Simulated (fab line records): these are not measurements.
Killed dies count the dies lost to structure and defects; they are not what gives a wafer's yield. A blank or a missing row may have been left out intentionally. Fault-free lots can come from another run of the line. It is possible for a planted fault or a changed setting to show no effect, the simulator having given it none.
fab line records + flow nand_harc + part 2 of 2: steps 30 to 35 of 35
record:
- lots: 5
- wafers: 15
- last_day: 24
route steps=1159 shown A_CHANNEL_FILL_D1@515 A_STAIRCASE@519
lots that met no fault: from a run of the same line without faults
start_h: hours from the record's opening day to when the first of the lot's shown wafers began + wait_h: hours elapsed since this lot's preceding step + " unchanged from the row above + L1.1+2: several wafers, shown together as one row + - no value, or no start was given + * or withheld: withheld + < > ~ a bound
route shown NAME@n: a module of which the file shows steps, and the number in the route of the first + usual: mean/standard deviation taken from wafers without a fault + same: alike in all rows + chamber/n: place in a boat + sites: the reading at each site + _std_site: the values' standard deviation + _edge_site: mean of outer sites minus mean of inner sites + radius_mm: for every site, how far away it sits from the centre of the wafer + mask NAME#n: copy n + behind: the most recent tool/chamber to have shaped the wafer + hold: reason for holding the lot/hours on hold/outcome of the hold + device: the n, p or np transistor that did not switch + end of line: at the end of the route, the tests of the same wafers + a step given without rows: its recipe and nothing more + killed: dies lost to structure and defects at the first sort, not the wafer's yield + map: dies across one wafer; x = killed, . = not, _ = none there
set.NAME: the setting that was run; set.NAME@STEP: the one run at that earlier step + model.NAME: the simulator's own value behind a step, which no gauge read
lots at selected steps of the route; one table per step, one row per wafer
services: a tool's chamber out of use, with start hour (start_h, from the record's first day; less than 0 if before it), hours out, and reason
== steps ==
step: NHARC_A_STAIRCASE_DESCUM_11
recipe:
- time_s: 3
- o2_flow_sccm: 200
- ar_flow_sccm: 0
- bias_power_w: 0
- chemistry: O2
usual:
- drypump_motor_current_A: 5.7/0.64
- o2_flow_sccm: 200.0/0.68
- oes_product_au: 1.003/0.014
- rf_vpp_V: 57.6/0.93
- showerhead_plenum_p_Torr: 1.87/0.081
- throttle_valve_pct: 11.311/0.0089
| lot.wafer | tool        | chamber | start_h | wait_h | drypump_motor_current_A | o2_flow_sccm | oes_product_au | rf_hours_counter_h | rf_vpp_V | showerhead_plenum_p_Torr | throttle_valve_pct |
|-----------|-------------|---------|---------|--------|-------------------------|--------------|----------------|--------------------|----------|--------------------------|--------------------|
| L082.4    | rie_diel-01 | 1       | 282.54  | -      | 5.2                     | 199.2        | 1.021          | 51                 | 58.7     | 1.95                     | 11.307             |
| L082.3    | "           | 3       | "       | "      | 4.9                     | 200.5        | 1.011          | 48                 | 58.4     | 1.85                     | 11.317             |
| L082.5    | "           | 2       | "       | "      | 5.7                     | 200.5        | 1.033          | -                  | 57.0     | 1.84                     | 11.295             |
| L084.2    | rie_diel-07 | 3       | 298.78  | -      | 5.4                     | 200.1        | 0.989          | 24                 | 59.0     | 2.05                     | 11.308             |
| L084.4    | "           | 1       | "       | "      | 6.3                     | 200.0        | 1.002          | 23                 | 58.9     | 1.98                     | 11.313             |
| L084.3    | "           | 2       | "       | "      | 6.8                     | 199.3        | 0.993          | 18                 | 56.5     | 1.88                     | 11.322             |
| L089.2    | rie_diel-07 | 1       | 331.07  | -      | 6.4                     | 200.0        | 0.987          | 30                 | 57.4     | 1.97                     | 11.314             |
| L089.1    | "           | 2       | "       | "      | 6.7                     | 200.1        | 0.985          | 26                 | 58.4     | 1.88                     | 11.306             |
| L089.6    | "           | 3       | "       | "      | 5.4                     | 199.8        | 0.978          | -                  | 56.6     | 2.05                     | 11.314             |
| L088.1    | rie_diel-01 | 1       | 331.47  | -      | 5.3                     | 200.0        | 1.000          | 2                  | 59.9     | 1.95                     | 11.311             |
| L088.3    | "           | 3       | "       | "      | 4.9                     | 200.0        | 0.990          | 2                  | 57.2     | 1.84                     | 11.320             |
| L088.4    | "           | 3       | "       | "      | 4.9                     | 200.6        | 0.995          | -                  | 59.1     | 1.84                     | 11.308             |
| L094.2    | rie_diel-11 | 0       | 355.85  | -      | 6.0                     | 199.6        | 0.972          | 58                 | 57.8     | 1.95                     | 11.318             |
| L094.4    | "           | 1       | "       | "      | 5.1                     | 200.1        | 1.004          | 63                 | 56.0     | 1.80                     | 11.304             |
| L094.6    | "           | 1       | "       | "      | 5.1                     | 200.9        | 1.004          | -                  | 56.7     | 1.80                     | 11.299             |
step: NHARC_A_STAIRCASE_TRIM_12
recipe:
- time_s: 211.2
- o2_flow_sccm: 500
- ar_flow_sccm: 0
- bias_w: 0
- chemistry: O2
usual:
- drypump_motor_current_A: 5.7/0.65
- o2_flow_sccm: 500.2/1.4
- oes_product_au: 1.004/0.014
- rf_vpp_V: 57.6/0.92
- showerhead_plenum_p_Torr: 3.46/0.14
- throttle_valve_pct: 17.037/0.0095
| lot.wafer | tool        | chamber | start_h | wait_h | drypump_motor_current_A | o2_flow_sccm | oes_product_au | rf_hours_counter_h | rf_vpp_V | showerhead_plenum_p_Torr | throttle_valve_pct |
|-----------|-------------|---------|---------|--------|-------------------------|--------------|----------------|--------------------|----------|--------------------------|--------------------|
| L082.4    | rie_diel-01 | 2       | 282.63  | 0.1    | 5.7                     | 500.6        | 1.029          | 52                 | 56.4     | 3.40                     | 17.042             |
| L082.3    | "           | 0       | "       | "      | 6.6                     | 499.5        | 1.005          | 46                 | 57.6     | 3.32                     | 17.034             |
| L082.5    | "           | 3       | "       | "      | 4.9                     | 499.6        | 0.999          | -                  | 56.2     | 3.42                     | 17.027             |
| L084.2    | rie_diel-07 | 2       | 298.86  | 0.1    | 6.8                     | 501.7        | 0.988          | 18                 | 58.5     | 3.48                     | 17.038             |
| L084.3    | "           | 0       | "       | "      | 5.3                     | 498.6        | 0.997          | 23                 | 57.6     | 3.29                     | 17.043             |
| L084.4    | "           | 1       | "       | "      | 6.4                     | 499.8        | 1.007          | 23                 | 58.4     | 3.64                     | 17.034             |
| L089.2    | rie_diel-07 | 3       | 331.16  | 0.1    | 5.4                     | 498.2        | 0.994          | 33                 | 58.5     | 3.76                     | 17.039             |
| L089.1    | "           | 0       | "       | "      | 5.3                     | 501.4        | 1.028          | 31                 | 58.6     | 3.29                     | 17.032             |
| L089.6    | "           | 3       | "       | "      | 5.4                     | 500.7        | 1.002          | -                  | 58.8     | 3.76                     | 17.040             |
| L088.3    | rie_diel-01 | 1       | 331.58  | 0.1    | 5.2                     | 502.0        | 1.007          | 2                  | 57.6     | 3.59                     | 17.016             |
| L088.1    | "           | 3       | "       | "      | 4.9                     | 499.8        | 0.997          | 2                  | 57.4     | 3.41                     | 17.056             |
| L088.4    | "           | 1       | "       | "      | 5.2                     | 500.3        | 1.004          | -                  | 57.8     | 3.59                     | 17.050             |
| L094.4    | rie_diel-11 | 2       | 355.95  | 0.1    | 5.1                     | 501.0        | 1.001          | 60                 | 57.3     | 3.38                     | 17.045             |
| L094.2    | "           | 0       | "       | "      | 6.1                     | 498.9        | 0.972          | 58                 | 58.2     | 3.59                     | 17.046             |
| L094.6    | "           | 2       | "       | "      | 5.1                     | 498.0        | 0.993          | -                  | 57.7     | 3.38                     | 17.038             |
step: NHARC_A_STAIRCASE_ETCH_13
recipe:
- target_depth_a: 1000
- time_s: 40.5
- ion_energy_ev: 400
- c4f8_flow_sccm: 20
- o2_flow_sccm: 10
- ar_flow_sccm: withheld
- rf_w: 600
- bias_w: 1000
- chemistry: C4F8/O2
usual:
- oes_product_au: 0.942/0.016
- rf_vpp_V: 893/5.1
| lot.wafer | tool        | chamber | start_h | wait_h | oes_product_au | rf_hours_counter_h | rf_vpp_V |
|-----------|-------------|---------|---------|--------|----------------|--------------------|----------|
| L082.3    | rie_diel-01 | 3       | -       | -      | 0.950          | 48                 | 891      |
| L082.4    | "           | 0       | "       | "      | 0.965          | 46                 | 888      |
| L082.5    | "           | 3       | "       | "      | 0.960          | -                  | 892      |
| L084.3    | rie_diel-07 | 2       | -       | -      | 0.943          | 18                 | 894      |
| L084.4    | "           | 3       | "       | "      | 0.933          | 24                 | 905      |
| L084.2    | "           | 0       | "       | "      | 0.955          | 23                 | 887      |
| L089.1    | rie_diel-07 | 3       | -       | -      | 0.939          | 33                 | 904      |
| L089.2    | "           | 0       | "       | "      | 0.978          | 31                 | 888      |
| L089.6    | "           | 0       | "       | "      | 0.975          | -                  | 887      |
| L088.3    | rie_diel-01 | 3       | -       | -      | 0.932          | 2                  | 891      |
| L088.1    | "           | 1       | "       | "      | 0.931          | 2                  | 898      |
| L088.4    | "           | 3       | "       | "      | 0.917          | -                  | 892      |
| L094.2    | rie_diel-11 | 2       | -       | -      | 0.928          | 60                 | 890      |
| L094.4    | "           | 3       | "       | "      | 0.934          | 61                 | 890      |
| L094.6    | "           | 1       | "       | "      | 0.926          | -                  | 888      |
step: NHARC_A_STAIRCASE_TRIM_14
recipe:
- time_s: 211.2
- o2_flow_sccm: 500
- ar_flow_sccm: 0
- bias_w: 0
- chemistry: O2
usual:
- drypump_motor_current_A: 5.7/0.63
- o2_flow_sccm: 500.2/1.4
- oes_product_au: 1.005/0.013
- rf_vpp_V: 57.7/0.83
- showerhead_plenum_p_Torr: 3.45/0.13
- throttle_valve_pct: 17.036/0.0092
| lot.wafer | tool        | chamber | start_h | wait_h | drypump_motor_current_A | o2_flow_sccm | oes_product_au | rf_hours_counter_h | rf_vpp_V | showerhead_plenum_p_Torr | throttle_valve_pct |
|-----------|-------------|---------|---------|--------|-------------------------|--------------|----------------|--------------------|----------|--------------------------|--------------------|
| L082.3    | rie_diel-01 | 1       | -       | -      | 5.3                     | 502.6        | 1.016          | 51                 | 58.0     | 3.60                     | 17.032             |
| L082.4    | "           | 0       | "       | "      | 6.6                     | 501.0        | 1.005          | 46                 | 57.9     | 3.32                     | 17.040             |
| L082.5    | "           | 2       | "       | "      | 5.8                     | 497.3        | 1.038          | -                  | 57.8     | 3.40                     | 17.033             |
| L084.3    | rie_diel-07 | 1       | -       | -      | 6.4                     | 498.7        | 1.015          | 23                 | 58.1     | 3.64                     | 17.028             |
| L084.2    | "           | 2       | "       | "      | 6.8                     | 500.5        | 0.996          | 18                 | 57.7     | 3.48                     | 17.038             |
| L084.4    | "           | 3       | "       | "      | 5.4                     | 498.7        | 0.997          | 24                 | 58.1     | 3.76                     | 17.037             |
| L089.2    | rie_diel-07 | 2       | -       | -      | 6.8                     | 498.5        | 1.002          | 26                 | 57.0     | 3.47                     | 17.039             |
| L089.1    | "           | 3       | "       | "      | 5.4                     | 500.7        | 0.987          | 33                 | 58.6     | 3.76                     | 17.034             |
| L089.6    | "           | 0       | "       | "      | 5.3                     | 500.5        | 1.024          | -                  | 56.6     | 3.29                     | 17.048             |
| L088.1    | rie_diel-01 | 0       | -       | -      | 6.6                     | 499.6        | 1.009          | 2                  | 55.7     | 3.31                     | 17.042             |
| L088.3    | "           | 1       | "       | "      | 5.2                     | 500.4        | 1.000          | 2                  | 58.1     | 3.59                     | 17.030             |
| L088.4    | "           | 0       | "       | "      | 6.6                     | 499.7        | 0.999          | -                  | 57.7     | 3.31                     | 17.043             |
| L094.4    | rie_diel-11 | 1       | -       | -      | 5.1                     | 501.4        | 1.009          | 63                 | 56.4     | 3.33                     | 17.040             |
| L094.2    | "           | 3       | "       | "      | 5.6                     | 498.1        | 1.004          | 61                 | 58.4     | 3.36                     | 17.042             |
| L094.6    | "           | 1       | "       | "      | 5.1                     | 498.9        | 1.006          | -                  | 57.6     | 3.33                     | 17.041             |
step: NHARC_A_STAIRCASE_ETCH_15
recipe:
- target_depth_a: 1000
- time_s: 40.5
- ion_energy_ev: 400
- c4f8_flow_sccm: 20
- o2_flow_sccm: 10
- ar_flow_sccm: withheld
- rf_w: 600
- bias_w: 1000
- chemistry: C4F8/O2
usual:
- oes_product_au: 0.945/0.014
- rf_vpp_V: 893/5.2
| lot.wafer | tool        | chamber | start_h | wait_h | oes_product_au | rf_hours_counter_h | rf_vpp_V |
|-----------|-------------|---------|---------|--------|----------------|--------------------|----------|
| L082.3    | rie_diel-01 | 2       | -       | -      | 0.963          | 53                 | 892      |
| L082.4    | "           | 3       | "       | "      | 0.946          | 48                 | 890      |
| L082.5    | "           | 2       | "       | "      | 0.957          | -                  | 892      |
| L084.3    | rie_diel-07 | 2       | -       | -      | 0.934          | 18                 | 894      |
| L084.4    | "           | 3       | "       | "      | 0.942          | 24                 | 904      |
| L084.2    | "           | 0       | "       | "      | 0.952          | 23                 | 888      |
| L089.1    | rie_diel-07 | 3       | -       | -      | 0.952          | 33                 | 904      |
| L089.2    | "           | 2       | "       | "      | 0.937          | 26                 | 894      |
| L089.6    | "           | 3       | "       | "      | 0.950          | -                  | 905      |
| L088.1    | rie_diel-01 | 3       | -       | -      | 0.940          | 2                  | 890      |
| L088.3    | "           | 0       | "       | "      | 0.947          | 2                  | 887      |
| L088.4    | "           | 3       | "       | "      | 0.939          | -                  | 891      |
| L094.4    | rie_diel-11 | 2       | -       | -      | 0.922          | 61                 | 891      |
| L094.2    | "           | 3       | "       | "      | 0.943          | 61                 | 889      |
| L094.6    | "           | 3       | "       | "      | 0.951          | -                  | 891      |
step: NHARC_A_STAIRCASE_TRIM_16
recipe:
- time_s: 211.2
- o2_flow_sccm: 500
- ar_flow_sccm: 0
- bias_w: 0
- chemistry: O2
usual:
- drypump_motor_current_A: 5.7/0.63
- o2_flow_sccm: 500.2/1.5
- oes_product_au: 1.003/0.013
- rf_vpp_V: 57.5/0.87
- showerhead_plenum_p_Torr: 3.45/0.14
- throttle_valve_pct: 17.037/0.0097
| lot.wafer | tool        | chamber | start_h | wait_h | drypump_motor_current_A | o2_flow_sccm | oes_product_au | rf_hours_counter_h | rf_vpp_V | showerhead_plenum_p_Torr | throttle_valve_pct |
|-----------|-------------|---------|---------|--------|-------------------------|--------------|----------------|--------------------|----------|--------------------------|--------------------|
| L082.4    | rie_diel-01 | 2       | -       | -      | 5.7                     | 497.9        | 1.030          | 53                 | 56.9     | 3.40                     | 17.032             |
| L082.3    | "           | 1       | "       | "      | 5.2                     | 501.9        | 1.017          | 51                 | 56.9     | 3.60                     | 17.033             |
| L082.5    | "           | 3       | "       | "      | 4.8                     | 498.4        | 1.008          | -                  | 56.4     | 3.41                     | 17.029             |
| L084.4    | rie_diel-07 | 3       | -       | -      | 5.5                     | 499.6        | 0.990          | 24                 | 57.7     | 3.76                     | 17.041             |
| L084.3    | "           | 0       | "       | "      | 5.3                     | 499.7        | 1.009          | 23                 | 58.0     | 3.29                     | 17.052             |
| L084.2    | "           | 1       | "       | "      | 6.4                     | 499.1        | 0.999          | 23                 | 58.4     | 3.64                     | 17.027             |
| L089.1    | rie_diel-07 | 3       | -       | -      | 5.4                     | 500.0        | 0.996          | 33                 | 59.0     | 3.76                     | 17.052             |
| L089.2    | "           | 1       | "       | "      | 6.4                     | 502.8        | 0.997          | 30                 | 57.2     | 3.63                     | 17.035             |
| L089.6    | "           | 2       | "       | "      | 6.8                     | 501.3        | 0.997          | -                  | 58.2     | 3.47                     | 17.044             |
| L088.1    | rie_diel-01 | 3       | -       | -      | 4.9                     | 501.3        | 1.003          | 2                  | 57.9     | 3.41                     | 17.038             |
| L088.3    | "           | 0       | "       | "      | 6.6                     | 501.2        | 1.001          | 3                  | 57.8     | 3.31                     | 17.050             |
| L088.4    | "           | 1       | "       | "      | 5.3                     | 500.3        | 1.000          | -                  | 57.1     | 3.59                     | 17.020             |
| L094.4    | rie_diel-11 | 1       | -       | -      | 5.1                     | 500.1        | 0.999          | 63                 | 56.8     | 3.33                     | 17.034             |
| L094.2    | "           | 3       | "       | "      | 5.5                     | 503.0        | 1.010          | 61                 | 57.3     | 3.36                     | 17.032             |
| L094.6    | "           | 2       | "       | "      | 5.1                     | 501.3        | 0.985          | -                  | 56.7     | 3.38                     | 17.051             |
== services ==
| tool            | chamber | start_h | hours | kind   |
|-----------------|---------|---------|-------|--------|
| krf_scanner-01  | -       | 256.00  | 4.0   | pm     |
| rie_diel-01     | 1       | 261.53  | 5.9   | repair |
| rie_diel-07     | 0       | 262.04  | -     | clean  |
| rie_diel-07     | 1       | 262.04  | -     | clean  |
| rie_diel-07     | 2       | 262.04  | -     | clean  |
| rie_diel-07     | 3       | 262.04  | -     | clean  |
| rie_diel-07     | 2       | 267.40  | 10.3  | repair |
| plasma_asher-01 | -       | 276.25  | 9.0   | pm     |
| krf_scanner-03  | -       | 284.70  | 2.3   | repair |
| wet_bench-09    | -       | 288.80  | 8.0   | pm     |
| pecvd-03        | 1       | 293.23  | 28.1  | repair |
| krf_scanner-03  | -       | 293.69  | 0.6   | repair |
| pecvd-03        | -       | 294.11  | 13.0  | pm     |
| rtp_anneal-02   | -       | 300.00  | 12.0  | pm     |
| rie_diel-01     | -       | 314.91  | 9.0   | pm     |
| krf_scanner-01  | -       | 317.43  | 4.7   | repair |
| wet_bench-06    | -       | 320.82  | 8.0   | pm     |
| rie_diel-01     | 2       | 331.12  | 8.1   | repair |
| rie_diel-07     | -       | 335.76  | 2.1   | repair |
| litho_track-02  | -       | 340.00  | 7.0   | pm     |
| krf_scanner-03  | -       | 340.02  | 4.0   | pm     |
| pecvd-04        | 2       | 343.94  | 6.3   | repair |
| pecvd-04        | 0       | 347.41  | 11.8  | repair |
| wet_bench-02    | -       | 356.00  | 8.0   | pm     |
